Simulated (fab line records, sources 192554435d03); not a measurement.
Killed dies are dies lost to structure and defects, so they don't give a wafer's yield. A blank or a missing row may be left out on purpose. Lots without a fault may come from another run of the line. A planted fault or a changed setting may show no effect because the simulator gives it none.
Chamber matching | flow n5_finfet | N5_BEOL_M2_ETCH_77 on rie_diel-04: 4 sister chambers
The step etches underlayer in N2/H2, target depth 6.5 nm, time 5.2 s. 8 wafers are shown with their chamber, then 7 later ones without.

WAFERS WITH THEIR CHAMBER
wafer  | chamber | oes_product_au (a.u.) | throttle_valve_pct (%)
L081.1 | 1       | 0.76                  | 18.01
L081.2 | 0       | 0.85                  | 17.74
L081.4 | 3       | 0.60                  | 18.17
L086.3 | 2       | 0.59                  | 17.89
L086.5 | 0       | 0.81                  | 17.70
L086.6 | 3       | 0.58                  | 18.18
L087.2 | 1       | 0.75                  | 17.98
L087.4 | 2       | 0.59                  | 17.89

WAFERS WITHOUT THEIR CHAMBER
wafer  | oes_product_au (a.u.) | throttle_valve_pct (%)
L087.6 | 0.80                  | 17.73
L089.1 | 0.74                  | 18.03
L089.2 | 0.78                  | 17.77
L089.3 | 0.59                  | 17.93
L091.1 | 0.85                  | 17.76
L091.2 | 0.77                  | 17.74
L091.3 | 0.74                  | 18.02

WHICH CHAMBER EACH WENT THROUGH
wafer  | from the rows above | in truth
L087.6 | 0                   | 0
L089.1 | 1                   | 1
L089.2 | 0                   | 0
L089.3 | 2                   | 2
L091.1 | 0                   | 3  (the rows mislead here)
L091.2 | 0                   | 0
L091.3 | 1                   | 1
Placed correctly: 6 of 7. Can't be placed from these rows: 0. Placed wrongly: 1.
How it was worked out, from the rows above alone: a wafer's distance from a chamber is the root of the sum, over the readings, of the square of ((its reading less the chamber's mean) divided by the reading's scatter). The wafer belongs to the nearest chamber; if the next one is less than 2 further off, it can't be placed. A chamber's mean is the mean of its shown wafers. The scatter: the root of (the sum of the squares of (reading less its chamber's mean) over the shown wafers, divided by (wafers less chambers)).
